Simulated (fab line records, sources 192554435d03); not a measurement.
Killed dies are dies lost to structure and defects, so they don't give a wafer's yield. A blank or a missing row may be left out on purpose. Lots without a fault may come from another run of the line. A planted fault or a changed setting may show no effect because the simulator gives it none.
Which tool did it? | flow n5_finfet | 12 lots, 35 wafers sampled, at 4 steps of a route of 1938

WHAT THE GAUGES READ, wafer by wafer
The record holds no reading of a measuring or inspecting step that can be judged against a usual standard deviation.

WHICH TOOL RAN EACH LOT (tool, then ch and the chambers of the sampled wafers, then the start)
lot  | N5_BEOL_M4_ANNEAL_80         | N5_BEOL_M4_SPUTTER_81        | N5_BEOL_M4_SPUTTER_90        | N5_BEOL_M4_CMP_52
L758 | pvd_sputter-01, day 7 19:31  | pvd_sputter-01, day 7 19:39  | pvd_sputter-01, day 7 20:19  | cmp-04 ch 0,2,3, day 7 21:32
L759 | pvd_sputter-01, day 8 05:35  | pvd_sputter-01, day 8 05:43  | pvd_sputter-01, day 8 06:23  | cmp-01 ch 2,3, day 8 07:32
L762 | pvd_sputter-03, day 8 18:54  | pvd_sputter-03, day 8 19:02  | pvd_sputter-03, day 8 19:42  | cmp-02 ch 2,3, day 8 20:53
L766 | pvd_sputter-03, day 10 01:03 | pvd_sputter-03, day 10 01:11 | pvd_sputter-03, day 10 01:51 | cmp-02 ch 0,1,3, day 10 03:00
L769 | pvd_sputter-03, day 11 00:44 | pvd_sputter-03, day 11 00:52 | pvd_sputter-03, day 11 01:32 | cmp-02 ch 0,1,2, day 11 02:41
L770 | pvd_sputter-01, day 11 00:49 | pvd_sputter-01, day 11 00:57 | pvd_sputter-01, day 11 01:37 | cmp-01 ch 2,3, day 11 02:50
L771 | pvd_sputter-02, day 11 04:53 | pvd_sputter-02, day 11 05:02 | pvd_sputter-02, day 11 05:41 | cmp-01 ch 2,3, day 11 06:50
L774 | pvd_sputter-01, day 12 03:05 | pvd_sputter-01, day 12 03:22 | pvd_sputter-01, day 12 04:41 | cmp-04 ch 1,3, day 12 06:53
L777 | pvd_sputter-02, day 12 07:02 | pvd_sputter-02, day 12 07:11 | pvd_sputter-02, day 12 07:50 | cmp-01 ch 0,1,3, day 12 09:38
L775 | pvd_sputter-01, day 12 07:27 | pvd_sputter-01, day 12 07:35 | pvd_sputter-01, day 12 08:15 | cmp-04 ch 0,1, day 12 09:34
L779 | pvd_sputter-01, day 13 18:26 | pvd_sputter-01, day 13 18:35 | pvd_sputter-01, day 13 19:14 | cmp-04 ch 0,2, day 13 20:26
L780 | pvd_sputter-03, day 13 22:07 | pvd_sputter-03, day 13 22:16 | pvd_sputter-03, day 13 22:55 | cmp-04 ch 0,2,3, day 14 00:07
- N5_BEOL_M4_ANNEAL_80: time 240 s.
- N5_BEOL_M4_SPUTTER_81: material Cu, target thk 4.5 nm, time 8.29 s.
- N5_BEOL_M4_SPUTTER_90: material Cu, target thk 4.5 nm, time 8.29 s.
- N5_BEOL_M4_CMP_52: polishes, stops on SiOC, t overpolish 6.8 s, target thk 40 nm.

WHAT THE TOOLS THEMSELVES READ (means of the sampled wafers that have a number; where no wafer has one, the mark that the record gives instead)
N5_BEOL_M4_ANNEAL_80. Usual: heater_power_w 827 W, standard deviation 110.
lot  | tool           | heater_power_w (W) | flag
L758 | pvd_sputter-01 | 833                |
L759 | pvd_sputter-01 | 818                |
L762 | pvd_sputter-03 | 778                |
L766 | pvd_sputter-03 | 768                |
L769 | pvd_sputter-03 | 772                |
L770 | pvd_sputter-01 | 826                |
L771 | pvd_sputter-02 | 986                |
L774 | pvd_sputter-01 | 791                |
L777 | pvd_sputter-02 | 756                |
L775 | pvd_sputter-01 | 829                |
L779 | pvd_sputter-01 | 833                |
L780 | pvd_sputter-03 | 775                |

N5_BEOL_M4_SPUTTER_81. Usual: throttle_valve_pct 30.1 %, standard deviation 1.1.
lot  | tool           | throttle_valve_pct (%) | flag
L758 | pvd_sputter-01 | 28.8                   |
L759 | pvd_sputter-01 | 28.8                   |
L762 | pvd_sputter-03 | 30.8                   |
L766 | pvd_sputter-03 | 30.0                   |
L769 | pvd_sputter-03 | 30.8                   |
L770 | pvd_sputter-01 | 29.4                   |
L771 | pvd_sputter-02 | 30.6                   |
L774 | pvd_sputter-01 | 28.8                   |
L777 | pvd_sputter-02 | 30.9                   |
L775 | pvd_sputter-01 | 29.5                   |
L779 | pvd_sputter-01 | 28.5                   |
L780 | pvd_sputter-03 | 30.8                   |

N5_BEOL_M4_SPUTTER_90. Usual: throttle_valve_pct 30.1 %, standard deviation 1.1.
lot  | tool           | throttle_valve_pct (%) | flag
L758 | pvd_sputter-01 | 28.8                   |
L759 | pvd_sputter-01 | 28.8                   |
L762 | pvd_sputter-03 | 30.9                   |
L766 | pvd_sputter-03 | 30.1                   |
L769 | pvd_sputter-03 | 30.8                   |
L770 | pvd_sputter-01 | 29.4                   |
L771 | pvd_sputter-02 | 30.7                   |
L774 | pvd_sputter-01 | 29.0                   |
L777 | pvd_sputter-02 | 30.9                   |
L775 | pvd_sputter-01 | 29.4                   |
L779 | pvd_sputter-01 | 28.6                   |
L780 | pvd_sputter-03 | 30.8                   |

N5_BEOL_M4_CMP_52. Usual: barrier_field_endpoint_s 24.6 s, standard deviation 0.72; motor_current_A 5.7 A, standard deviation 0.65; overpolish_run_s 6.801 s, standard deviation 0.0091; platen_rpm 50.00 rpm, standard deviation 0.035; retaining_ring_pressure_frac 1.000, standard deviation 0.0055; time_to_endpoint_s 62 s, standard deviation 3.6.
lot  | tool   | barrier_field_endpoint_s (s) | motor_current_A (A) | overpolish_run_s (s) | platen_rpm (rpm) | retaining_ring_pressure_frac | time_to_endpoint_s (s) | flag
L758 | cmp-04 | 24.4                         | 5.4                 | 6.805                | 50.05            | 0.997                        | 61                     |
L759 | cmp-01 | 24.2                         | 6.6                 | 6.806                | 50.01            | 0.997                        | 59                     |
L762 | cmp-02 | 23.9                         | 6.0                 | 6.798                | 49.99            | 1.003                        | 59                     |
L766 | cmp-02 | 26.7                         | 5.9                 | 6.802                | 50.00            | 1.000                        | 69                     |
L769 | cmp-02 | 26.7                         | 5.9                 | 6.795                | 50.01            | 1.005                        | 65                     |
L770 | cmp-01 | 25.6                         | 6.2                 | 6.804                | 50.01            | 1.002                        | 69                     |
L771 | cmp-01 | 25.5                         | 6.1                 | 6.804                | 50.01            | 1.000                        | 68                     |
L774 | cmp-04 | 24.8                         | 6.1                 | 6.799                | 49.99            | 1.001                        | 61                     |
L777 | cmp-01 | 24.7                         | 5.7                 | 6.806                | 50.03            | 0.996                        | 66                     |
L775 | cmp-04 | 23.7                         | 5.2                 | 6.788                | 49.99            | 1.003                        | 56                     |
L779 | cmp-04 | 22.9                         | 4.9                 | 6.803                | 49.97            | 1.002                        | 60                     |
L780 | cmp-04 | 24.9                         | 5.5                 | 6.812                | 50.00            | 0.999                        | 63                     |

THE ANSWER, worked out from the rows above alone
Rule: a lot is off if the mean of its wafers that have a number lies more than 3 standard deviations from the usual mean. A lot without any number at a reading at which 4 lots or more have one is off too. The other lots that the step has rows for count as sound. The gauges are gone through in route order, then the tools' own readings, and for those a lot's mean is taken as printed above. The first step at which some lot is off is used, and at that step the reading that is off furthest; a lot without a number counts as furthest.
No lot is off at any reading shown: from this, nothing can be told.

WHAT THE SIMULATOR HAD PUT IN
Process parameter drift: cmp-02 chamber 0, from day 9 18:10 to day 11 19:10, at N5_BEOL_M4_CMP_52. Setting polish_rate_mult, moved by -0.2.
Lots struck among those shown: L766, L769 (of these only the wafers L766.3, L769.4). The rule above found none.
